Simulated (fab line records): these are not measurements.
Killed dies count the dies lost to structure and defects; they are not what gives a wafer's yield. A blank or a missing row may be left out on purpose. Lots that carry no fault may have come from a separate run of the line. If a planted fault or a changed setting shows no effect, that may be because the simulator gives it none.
Chamber matching | flow nand harc | NHARC_P_ZERO_WELL_ETCH_63 on rie si-04: 4 sister chambers
The step etches the open film in HBr/Cl2, target depth 120 nm, time 40.1 s. 16 wafers are shown with their chamber, then 8 later ones without.

WAFERS, EACH WITH ITS CHAMBER
wafer  | chamber | throttle valve pct (%) | he backside leak sccm (sccm) | oes product au (a.u.)
L075.2 | 2       | 26.409                 | 3.08                         | 1.001
L075.3 | 0       | 26.400                 | 2.61                         | 1.007
L075.5 | 3       | 26.409                 | 2.79                         | 0.996
L076.2 | 1       | 26.408                 | 2.19                         | 1.000
L076.4 | 2       | 26.406                 | 2.98                         | 1.006
L076.6 | 3       | 26.391                 | 2.60                         | 0.995
L081.1 | 1       | 26.397                 | 2.56                         | 1.000
L081.3 | 0       | 26.404                 | 2.66                         | 0.983
L081.5 | 3       | 26.401                 | 2.57                         | 0.988
L086.1 | 1       | 26.392                 | 3.21                         | 0.990
L086.3 | 2       | 26.412                 | 2.92                         | 0.998
L086.6 | 2       | 26.410                 | 2.87                         | 1.006
L088.2 | 0       | 26.398                 | 2.73                         | 1.009
L088.4 | 1       | 26.407                 | 2.28                         | 0.986
L088.5 | 2       | 26.411                 | 2.84                         | 1.005
L090.2 | 3       | 26.400                 | 2.83                         | 0.985

SIGNATURES, as means of the wafers listed above
reading               | chamber 0 | chamber 1 | chamber 2 | chamber 3 | scatter within a chamber
throttle valve pct    | 26.40067  | 26.40100  | 26.40960  | 26.40025  | 0.00566
he backside leak sccm | 2.6667    | 2.5600    | 2.9380    | 2.6975    | 0.247
oes product au        | 0.99967   | 0.99400   | 1.00320   | 0.99100   | 0.00768
Rule: distance of a wafer from a chamber = root of the sum over the readings of ((wafer's reading minus chamber's mean) / reading's scatter) squared. If the next closest chamber is less than 2 further off than the closest, the wafer can't be placed; otherwise it belongs to the closest. The scatter is the square root of a quotient: the sum, over the shown wafers, of each reading's squared deviation from its chamber's mean, divided by wafers minus chambers.

WAFERS MISSING THEIR CHAMBER
wafer  | throttle valve pct (%) | he backside leak sccm (sccm) | oes product au (a.u.)
L090.5 | 26.405                 | 2.81                         | 0.985
L090.6 | 26.413                 | 2.68                         | 0.988
L091.1 | 26.406                 | 2.37                         | 1.000
L091.3 | 26.409                 | 3.01                         | 1.027
L091.6 | 26.398                 | 2.36                         | 0.997
L097.2 | 26.410                 | 3.06                         | 1.023
L097.4 | 26.410                 | 2.40                         | 1.000
L097.5 | 26.417                 | 2.98                         | 1.014

CHAMBER TAKEN BY EACH
wafer  | from the rows above               | in truth
L090.5 | can't be placed: 3 or 1 or 0 or 2 | 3
L090.6 | can't be placed: 3 or 1 or 2 or 0 | 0
L091.1 | can't be placed: 1 or 0 or 3 or 2 | 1
L091.3 | can't be placed: 2 or 0 or 1 or 3 | 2
L091.6 | can't be placed: 1 or 0 or 3      | 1
L097.2 | can't be placed: 2 or 0 or 1      | 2
L097.4 | can't be placed: 1 or 0 or 2 or 3 | 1
L097.5 | can't be placed: 2 or 0           | 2
Placed correctly: 0 of 8. Can't be placed from these rows: 8 (the true chamber is among the candidates in 8). Placed wrongly: 0.
